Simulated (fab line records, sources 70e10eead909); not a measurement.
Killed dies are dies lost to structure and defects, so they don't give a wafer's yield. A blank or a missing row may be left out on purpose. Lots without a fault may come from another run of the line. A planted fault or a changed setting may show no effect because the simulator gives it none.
Chamber matching | flow nand_harc | NHARC_P_M2_CMP_23 on cmp-02: 4 sister chambers
The step polishes, t overpolish 20 s, target thk 144.3 nm. 4 wafers are shown with their chamber, then 7 later ones without.

WAFERS WITH THEIR CHAMBER
wafer  | chamber | motor_current_A (A)
L544.5 | 0       | 13.9
L545.1 | 3       | 13.4
L547.3 | 2       | 13.1
L547.4 | 1       | 12.2

WAFERS WITHOUT THEIR CHAMBER
wafer  | motor_current_A (A)
L547.5 | 12.6
L551.2 | 12.7
L551.4 | 12.8
L551.6 | 13.3
L552.1 | 12.7
L552.4 | 14.3
L552.6 | 13.2

WHICH CHAMBER EACH WENT THROUGH
wafer  | from the rows above          | in truth
L547.5 | can't be placed: 1 or 2 or 3 | 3
L551.2 | can't be placed: 2 or 1 or 3 | 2
L551.4 | can't be placed: 2 or 3 or 1 | 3
L551.6 | can't be placed: 3 or 2 or 0 | 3
L552.1 | can't be placed: 2 or 1 or 3 | 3
L552.4 | can't be placed: 0 or 3      | 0
L552.6 | can't be placed: 2 or 3 or 0 | 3
Placed correctly: 0 of 7. Can't be placed from these rows: 7 (the true chamber is among the candidates in 7). Placed wrongly: 0.
How it was worked out, from the rows above alone: a wafer's distance from a chamber is the root of the sum, over the readings, of the square of ((its reading less the chamber's mean) divided by the reading's scatter). The wafer belongs to the nearest chamber; if the next one is less than 2 further off, it can't be placed. A chamber's mean is the mean of its shown wafers. The scatter: with one shown wafer a chamber, the root of the mean of the squares of how far each hidden wafer lies from its nearest shown one.
